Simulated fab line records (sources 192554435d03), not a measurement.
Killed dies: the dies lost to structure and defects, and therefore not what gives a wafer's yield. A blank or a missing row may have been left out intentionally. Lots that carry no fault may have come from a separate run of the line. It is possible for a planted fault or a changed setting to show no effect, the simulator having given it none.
What tool caused it? ; flow n5 finfet ; 33 wafers from 11 lots sampled at 4 of the route's 1938 steps

WHAT EACH GAUGE READ, for each wafer
N5_BEOL_M14_OVL_MEAS_29. Usual: M14_OVL gives 3 nm (standard deviation 6.1).
lot;measured;on;M14_OVL (nm);flag
L960;day 11 02:53;overlay-01;8 11 7;
L966;day 13 12:49;overlay-02;-2 -7 -3;
L968;day 13 17:23;overlay-01;11 0 -1;
L965;day 13 18:21;overlay-02;2 -5 -5;
L967;day 13 20:58;overlay-02;10 6 10;
L969;day 13 21:42;overlay-01;3 4 2;
L977;day 15 20:38;overlay-02;12 7 16;
L979;day 16 20:01;overlay-01;5 9 6;
L980;day 17 14:20;overlay-01;2 -7 1;
L982;day 17 17:00;overlay-01;2 0 -1;
L983;day 18 07:10;overlay-02;-4 -2 -5;

N5_BEOL_M14_INSPECT_55: inspects for defects (darkfield). Usual: raw defect count reads 67 (standard deviation 25).
lot;measured;on;raw defect count;flag
L960;day 11 07:09;defect inspect-02;64 81 85;
L966;day 13 16:11;defect inspect-02;69 82 50;
L968;day 13 20:21;defect inspect-02;41 36 43;
L965;day 13 21:29;defect inspect-01;95 98 60;
L967;day 13 23:52;defect inspect-02;69 76 52;
L969;day 14 00:28;defect inspect-02;45 51 59;
L977;day 16 01:01;defect inspect-01;72 47 67;
L979;day 17 00:07;defect inspect-01;78 71 52;
L980;day 17 21:15;defect inspect-01;86 100 64;
L982;day 17 21:57;defect inspect-02;84 54 80;
L983;day 18 12:50;defect inspect-01;43 56 41;

WHAT TOOL EACH LOT RAN ON (gives the tool, then ch and the chambers of the sampled wafers, and finally the start)
lot;N5_BEOL_M14_ECD_47;N5_BEOL_M14_CMP_49
L960;ecd cu-02 ch 0,1, day 11 05:40;cmp-04 ch 0,2,3, day 11 06:46
L966;ecd cu-01 ch 1, day 13 15:11;cmp-04 ch 0,1,2, day 13 15:44
L968;ecd cu-01 ch 0,1, day 13 19:25;cmp-02 ch 0,2,3, day 13 19:58
L965;ecd cu-01 ch 0, day 13 20:34;cmp-02 ch 1,2, day 13 21:02
L967;ecd cu-01 ch 0,1, day 13 22:28;cmp-03 ch 0,1,3, day 13 23:20
L969;ecd cu-01 ch 0, day 13 23:22;cmp-04 ch 0,2,3, day 14 00:04
L977;ecd cu-02 ch 0,1, day 15 23:50;cmp-04 ch 2,3, day 16 00:34
L979;ecd cu-02 ch 0,1, day 16 23:10;cmp-03 ch 0,1,3, day 16 23:38
L980;ecd cu-01 ch 0,1, day 17 19:52;cmp-03 ch 0,3, day 17 20:49
L982;ecd cu-02 ch 0,1, day 17 20:20;cmp-03 ch 0,3, day 17 21:28
L983;ecd cu-01 ch 0,1, day 18 11:29;cmp-02 ch 0,1, day 18 12:23
- N5_BEOL_M14_ECD_47: material Cu, target thk 1248 nm.
- N5_BEOL_M14_CMP_49: polishes, stops on SiO2, t overpolish 5.2 s, target thk 560 nm.

WHAT THE TOOLS THEMSELVES READ (means of the sampled wafers that have a number; where no wafer has one, the mark that the record gives instead)
N5_BEOL_M14_CMP_49. Usual: clearing platen down force psi 2.000 psi, standard deviation 0.004; motor current A 8.5 A, standard deviation 0.94; platen rpm 80.00 rpm, standard deviation 0.059; time to endpoint s 122 s, standard deviation 4.
lot;tool;clearing platen down force psi (psi);motor current A (A);platen rpm (rpm);time to endpoint s (s);flag
L960;cmp-04;2.002;9.1;80.00;119;
L966;cmp-04;2.001;8.5;80.01;121;
L968;cmp-02;2.001;8.6;80.02;124;
L965;cmp-02;1.998;8.1;80.02;234;OFF
L967;cmp-03;1.999;7.6;80.04;240;OFF
L969;cmp-04;1.997;9.1;80.02;229;OFF
L977;cmp-04;1.997;9.4;79.93;120;
L979;cmp-03;2.007;7.6;80.00;122;
L980;cmp-03;2.001;7.5;79.96;119;
L982;cmp-03;2.004;7.4;79.99;125;
L983;cmp-02;2.003;9.0;80.00;125;

THE ANSWER, worked out from the rows above alone
Rule: a lot counts as off when the mean over its wafers that have a number is more than 3 standard deviations away from the usual mean. A lot without any number at a reading at which 4 lots or more have one is off too. All remaining lots with rows at the step are treated as sound. Order of review: gauges by route order, followed by the tools' own readings, for which a lot's mean as printed above is used. At the first step where some lot is off, the reading lying furthest off is the one used; lots without a number count as furthest.
Off: L965, L967, L969, at N5_BEOL_M14_CMP_49 (time to endpoint s).
A tool fits if, at that step or a process step before it, it ran every lot that is off, and no sound lot after the first of them. No candidate that was tried fits.

WHAT THE SIMULATOR HAD INSERTED
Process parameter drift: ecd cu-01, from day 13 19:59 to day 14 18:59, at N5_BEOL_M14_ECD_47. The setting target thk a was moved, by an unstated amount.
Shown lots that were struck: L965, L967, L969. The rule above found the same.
